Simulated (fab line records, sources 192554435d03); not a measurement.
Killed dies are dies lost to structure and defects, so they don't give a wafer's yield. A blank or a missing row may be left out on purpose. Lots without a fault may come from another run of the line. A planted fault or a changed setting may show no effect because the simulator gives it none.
Split-lot experiment | flow n5_finfet | 7 lots, 21 wafers read, on a route of 1938 steps

THE SPLIT
At N5_BEOL_M0_CUTY_EXPOSE_54 (exposes mask M0 ABLK), the setting dose_mj was moved away from the recipe's 36 on 5 of the 21 wafers read, by -6.6% to +7.0%. The other wafers ran this setting at the recipe's value.

FROM THE SPLIT TO THE READING: what the file shows between them, 2 steps
- N5_BEOL_M0_CUTY_PEB_55: peb time 60 s
- N5_BEOL_M0_CUTY_DEVELOP_56: develop time 30 s

THE READING
cd_nm, in nm, at N5_BEOL_M0_CUTY_CD_MEAS_57 (target cd 200 nm). Fault-free wafers of this fab line usually give 200.1 nm, standard deviation 0.75 nm.

wafer  | tool, chamber at the split | dose_mj as run | against the recipe | cd_nm, nm | against lot-mates on the recipe
L075.1 | arfi_scanner-02, 0         | 36             | recipe             | 199.9     | -
L075.4 | arfi_scanner-02, 0         | 36             | recipe             | 199.3     | -
L075.6 | arfi_scanner-02, 0         | 36             | recipe             | 199.9     | -
L076.1 | arfi_scanner-01, 0         | 36             | recipe             | 200.4     | -
L076.4 | arfi_scanner-01, 0         | 36             | recipe             | 200.8     | -
L076.6 | arfi_scanner-01, 0         | 36             | recipe             | 201.1     | -
L077.2 | arfi_scanner-03, 0         | 36             | recipe             | 199.8     | -
L077.3 | arfi_scanner-03, 0         | 38.51          | +7.0%              | 195.9     | -3.9
L077.4 | arfi_scanner-03, 0         | 38.51          | +7.0%              | 195.6     | -4.2
L078.1 | arfi_scanner-02, 0         | 36             | recipe             | 200.8     | -
L078.4 | arfi_scanner-02, 0         | 38.45          | +6.8%              | 196.9     | -3.8
L078.6 | arfi_scanner-02, 0         | 36             | recipe             | 200.7     | -
L079.1 | arfi_scanner-02, 0         | 36             | recipe             | 199.5     | -
L079.3 | arfi_scanner-02, 0         | 36             | recipe             | 200.2     | -
L079.4 | arfi_scanner-02, 0         | 36             | recipe             | 199.0     | -
L080.1 | arfi_scanner-01, 0         | 36             | recipe             | 200.5     | -
L080.4 | arfi_scanner-01, 0         | 36             | recipe             | 200.1     | -
L080.6 | arfi_scanner-01, 0         | 36             | recipe             | 201.4     | -
L094.4 | arfi_scanner-01, 0         | 33.63          | -6.6%              | 205.4     | +4.6
L094.5 | arfi_scanner-01, 0         | 36             | recipe             | 200.8     | -
L094.6 | arfi_scanner-01, 0         | 33.63          | -6.6%              | 205.0     | +4.2

THE FIT
A straight line over all 21 wafers: cd_nm changes by -0.659 nm for each +1% of dose_mj; r = -0.96; the points scatter about the line by 0.67 nm.
The same after taking each lot's own level away (the mean of its wafers on the recipe; 21 wafers): -0.613 nm for each +1%; r = -0.99; scatter 0.37 nm.
On that fit, the largest move of dose_mj shifts the reading by 4.3 nm.
The lots' own levels span 199.57 to 200.80 nm, that is 1.6 times the standard deviation above.
So the lot-to-lot level changes the slope little: the two slopes agree.
Check: with one of the wafers moved furthest among these (+7.0%) left out of the fit, the line predicts -4.3 nm for it against its lot-mates. It came out at -3.9 nm against them.

OTHER SPLITS ON THESE WAFERS
These wafers also went through other splits before the reading. Each is held against what the fit with the lots' levels taken away leaves over:
other split on the same wafers        | wafers away from the commonest value | r with cd_nm (lot level and that fit taken away)
N5_HKMG_FIN_ETCH_31 bias_w            | 3                                    | +0.38
N5_GATE_CUT_DESCUM_18 time_s          | 7                                    | +0.07
N5_GATE_CUT_ETCH_36 cf4_flow_sccm     | 9                                    | +0.22
N5_MOL_CONTACT_COAG_ALD_27 ald_cycles | 8                                    | -0.04
N5_BEOL_M0_SAQP_EXPOSE_11 dose_mj     | 8                                    | -0.07
N5_BEOL_M0_CUTY_COAT_51 spin_rpm      | 10                                   | +0.02

THE WHOLE CHAIN: every reading that the file lists as answering this split, in the file's order
step                       | what it does                                                            | reading                                                                    | change (the file's fit)               | r (the file's)
N5_BEOL_M0_CUTY_CD_MEAS_57 | target cd 200 nm                                                        | cd_nm                                                                      | -0.609 nm for each +1% of the setting | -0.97
N5_BEOL_M0_CUTY_ETCH_62    | etches SiARC in CF4, time 58.5 s                                        | BEOL_M0_CUTY.cd_offset_nm (the simulator's own value, which no gauge read) | -0.603 nm for each +1% of the setting | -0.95
N5_BEOL_M0_CUTY_ETCH_63    | etches SOC in N2/H2, target depth 82.7 nm, overetch 16.5 nm, time 124 s | BEOL_M0_CUTY.cd_offset_nm (the simulator's own value, which no gauge read) | -0.618 nm for each +1% of the setting | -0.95

THE FILE'S OWN FIT
cd_nm changes by -0.609 nm for each +1% of dose_mj, r = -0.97.
